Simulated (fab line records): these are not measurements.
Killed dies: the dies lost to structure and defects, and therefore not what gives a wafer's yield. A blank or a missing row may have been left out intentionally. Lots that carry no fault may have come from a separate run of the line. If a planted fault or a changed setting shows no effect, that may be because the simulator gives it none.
Which tool is to blame?	flow n5Finfet	33 wafers from 11 lots sampled at 5 of the route's 1938 steps

== WHAT THE GAUGES SHOWED, per wafer ==
Not one reading of a measure or inspect step in the record can be checked against a usual standard deviation.

== WHICH TOOL RAN EACH LOT (tool, then ch and the chambers of the sampled wafers, then the start) ==
lot	N5_BEOL_M8_CVD_78	N5_MIM_TOP_ETCH_PECVD_03	N5_PASSIVATION_DESCUM_32	N5_PASSIVATION_ETCH_54	N5_PASSIVATION_PROBE_49
L780	cvdCo-01 ch 0,1,2, day 9 13:02	pecvd-01 ch 0,1,2, day 11 22:22	rieDiel-04 ch 2,3, day 12 03:10	rieDiel-04 ch 1,2,3, day 12 05:20	prober-01, day 12 08:07
L783	cvdCo-01 ch 0,2, day 10 00:35	pecvd-02 ch 0,2, day 12 08:19	rieDiel-05 ch 0,2,3, day 12 12:17	rieDiel-04 ch 0,1,2, day 12 14:34	-
L782	cvdCo-01 ch 0,1, day 10 05:50	pecvd-01 ch 0,1,2, day 12 06:50	rieDiel-05 ch 1,3, day 12 11:34	rieDiel-05 ch 0,1,3, day 12 13:34	-
L781	cvdCo-01 ch 0,1, day 10 08:43	pecvd-02 ch 0,1, day 12 15:01	rieDiel-04 ch 0,2, day 12 19:08	rieDiel-05 ch 0,1, day 12 21:25	prober-02, day 13 00:22
L785	cvdCo-01 ch 0,1,2, day 10 18:14	pecvd-01 ch 0,2, day 12 19:41	rieDiel-05 ch 1,3, day 13 01:36	rieDiel-04 ch 2,3, day 13 03:51	prober-01, day 13 06:44
L793	cvdCo-02 ch 0,1,2, day 13 01:05	pecvd-02 ch 0,1, day 15 03:40	rieDiel-05 ch 0,1, day 15 10:22	rieDiel-05 ch 0,1, day 15 12:35	-
L798	cvdCo-01 ch 0,1, day 14 01:42	pecvd-01 ch 1,2, day 16 17:22	rieDiel-05 ch 0,2, day 16 21:19	rieDiel-02 ch 1,2,3, day 16 23:56	-
L799	cvdCo-01 ch 0,1,2, day 14 11:53	pecvd-01 ch 0,1,2, day 16 20:48	rieDiel-04 ch 0,1,3, day 17 00:05	rieDiel-02 ch 1,2,3, day 17 02:10	-
L802	cvdCo-01 ch 1,2, day 14 19:39	pecvd-01 ch 0,1,2, day 17 01:56	rieDiel-05 ch 0,2,3, day 17 06:02	rieDiel-04 ch 1,2,3, day 17 08:59	-
L801	cvdCo-02 ch 1,2, day 14 19:44	pecvd-01 ch 0,2, day 17 02:49	rieDiel-05 ch 0,3, day 17 08:51	rieDiel-04 ch 0,2,3, day 17 11:38	-
L803	cvdCo-02 ch 0,2, day 15 18:28	pecvd-03 ch 0,1,2, day 18 04:45	rieDiel-02 ch 1,2,3, day 18 09:19	rieDiel-05 ch 1,2, day 18 11:41	-
- N5_BEOL_M8_CVD_78: deposits Co from CCTBA/H2, target thk 2 nm, time 142.3 s.
- N5_MIM_TOP_ETCH_PECVD_03: deposits SiNx from SiH4/NH3/N2, target thk 20 nm, time 17.6 s.
- N5_PASSIVATION_DESCUM_32: chemistry O2, time 7.9 s.
- N5_PASSIVATION_ETCH_54: etches SiO2 in CHF3/O2, target depth 880 nm, time 440 s.
- N5_PASSIVATION_PROBE_49

== WHAT THE TOOLS THEMSELVES READ (means of the sampled wafers that have a number; where no wafer has one, the mark that the record gives instead) ==
N5_MIM_TOP_ETCH_PECVD_03. Usual: heaterPowerW 765 W, standard deviation 92; showerheadPlenumPTorr 5.17 Torr, standard deviation 0.073; throttleValvePct 40.1 %, standard deviation 1.8.
lot	tool	heaterPowerW (W)	showerheadPlenumPTorr (Torr)	throttleValvePct (%)	flag
L780	pecvd-01	774	5.17	39.8	
L783	pecvd-02	830	5.13	40.3	
L782	pecvd-01	756	5.18	39.8	
L781	pecvd-02	804	5.17	41.5	
L785	pecvd-01	822	5.10	38.8	
L793	pecvd-02	775	5.21	40.2	
L798	pecvd-01	731	5.25	41.2	
L799	pecvd-01	760	5.18	40.2	
L802	pecvd-01	761	5.18	40.4	
L801	pecvd-01	774	5.15	38.6	
L803	pecvd-03	705	5.15	40.2	

N5_PASSIVATION_DESCUM_32. Usual: drypumpMotorCurrentA 5.4 A, standard deviation 0.38; oesProductAu 0.78 a.u., standard deviation 0.091; rfVppV 243.3 V, standard deviation 1.5; showerheadPlenumPTorr 2.09 Torr, standard deviation 0.083; throttleValvePct 20.33 %, standard deviation 0.14.
lot	tool	drypumpMotorCurrentA (A)	oesProductAu (a.u.)	rfVppV (V)	showerheadPlenumPTorr (Torr)	throttleValvePct (%)	flag
L780	rieDiel-04	5.3	0.74	241.2	1.99	20.36	
L783	rieDiel-05	5.5	0.76	244.4	2.16	20.26	
L782	rieDiel-05	5.6	0.76	242.5	2.04	20.35	
L781	rieDiel-04	5.5	0.73	242.2	1.99	20.50	
L785	rieDiel-05	5.6	0.75	242.6	2.04	20.36	
L793	rieDiel-05	5.1	0.73	242.7	2.05	20.21	
L798	rieDiel-05	5.3	0.81	244.8	2.11	20.15	
L799	rieDiel-04	5.6	0.94	244.6	2.18	20.15	
L802	rieDiel-05	5.5	0.83	243.6	2.14	20.20	
L801	rieDiel-05	5.5	0.76	244.3	2.15	20.25	
L803	rieDiel-02	5.4	0.82	243.5	2.11	20.35	

N5_PASSIVATION_ETCH_54. Usual: drypumpMotorCurrentA 5.4 A, standard deviation 0.39; oesProductAu 0.79 a.u., standard deviation 0.094; rfVppV 525 V, standard deviation 6.8; showerheadPlenumPTorr 2.41 Torr, standard deviation 0.099; throttleValvePct 18.75 %, standard deviation 0.2.
lot	tool	drypumpMotorCurrentA (A)	oesProductAu (a.u.)	rfVppV (V)	showerheadPlenumPTorr (Torr)	throttleValvePct (%)	flag
L780	rieDiel-04	5.3	0.74	529	2.37	18.88	
L783	rieDiel-04	5.3	0.73	521	2.37	18.95	
L782	rieDiel-05	5.4	0.78	527	2.42	18.70	
L781	rieDiel-05	5.3	0.74	528	2.34	18.81	
L785	rieDiel-04	5.3	0.73	534	2.29	18.80	
L793	rieDiel-05	5.3	0.71	527	2.33	18.85	
L798	rieDiel-02	5.4	0.83	515	2.44	18.71	
L799	rieDiel-02	5.4	0.83	515	2.43	18.70	
L802	rieDiel-04	5.2	0.87	522	2.44	18.70	
L801	rieDiel-04	5.4	0.88	526	2.48	18.62	
L803	rieDiel-05	5.6	0.95	535	2.54	18.57	

N5_PASSIVATION_PROBE_49. Usual: defectLimitedYield 91.7 %, standard deviation 1.5; killed_at_M0_to_M3 32, standard deviation 9.6; killed_at_M4_up 13, standard deviation 5.3; killedAtContacts 12, standard deviation 6.8; killedAtFrontEnd 36, standard deviation 9.8; killedAtOther 4, standard deviation 3.1; killedDies 98, standard deviation 17; killedOnRim 13, standard deviation 4; killedOpen 65, standard deviation 13; killedShort 32, standard deviation 8.5; sort_bin_5_function 4.9 %, standard deviation 0.93; sort_bin_6_memory 3.2 %, standard deviation 0.67; sortNPass 1082, standard deviation 17; sortYieldPct 91.7 %, standard deviation 1.4.
lot	tool	defectLimitedYield (%)	killed_at_M0_to_M3	killed_at_M4_up	killedAtContacts	killedAtFrontEnd	killedAtOther	killedDies	killedOnRim	killedOpen	killedShort	sort_bin_5_function (%)	sort_bin_6_memory (%)	sortNPass	sortYieldPct (%)	flag
L780	prober-01	91.7	36	8	19	34	1	98	10	66	31	4.9	3.3	1082	91.7	
L781	prober-02	85.3	39	98	7	25	5	174	24	52	32	8.6	3.3	1006	85.3	OFF
L785	prober-01	88.8	32	56	11	28	4	132	18	61	24	6.5	3.3	1048	88.8	OFF

== THE ANSWER, worked out from the rows above alone ==
Rule: a lot is off if the mean of its wafers that have a number lies more than 3 standard deviations from the usual mean. A lot without any number at a reading at which 4 lots or more have one is off too. The other lots that the step has rows for count as sound. The gauges are gone through in route order, then the tools' own readings, and for those a lot's mean is taken as printed above. The first step at which some lot is off is used, and at that step the reading that is off furthest; a lot without a number counts as furthest.
Off at N5_PASSIVATION_PROBE_49 (killed_at_M4_up): L781, L785. Neither off nor sound, because the step has no rows for them: L783, L782, L793, L798, L799, L802, L801, L803.
A tool fits if, at that step or a process step before it, it ran every lot that is off, and no sound lot after the first of them. One fits: cvdCo-01 at N5_BEOL_M8_CVD_78. A fault onset in the window from L780 (day 9 13:02, its last sound lot) to L781 (day 10 08:43, its first lot off) fits.

== WHAT THE SIMULATOR HAD PUT IN ==
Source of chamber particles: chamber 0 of cvdCo-01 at N5_BEOL_M8_CVD_78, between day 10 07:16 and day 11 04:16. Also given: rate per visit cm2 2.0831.
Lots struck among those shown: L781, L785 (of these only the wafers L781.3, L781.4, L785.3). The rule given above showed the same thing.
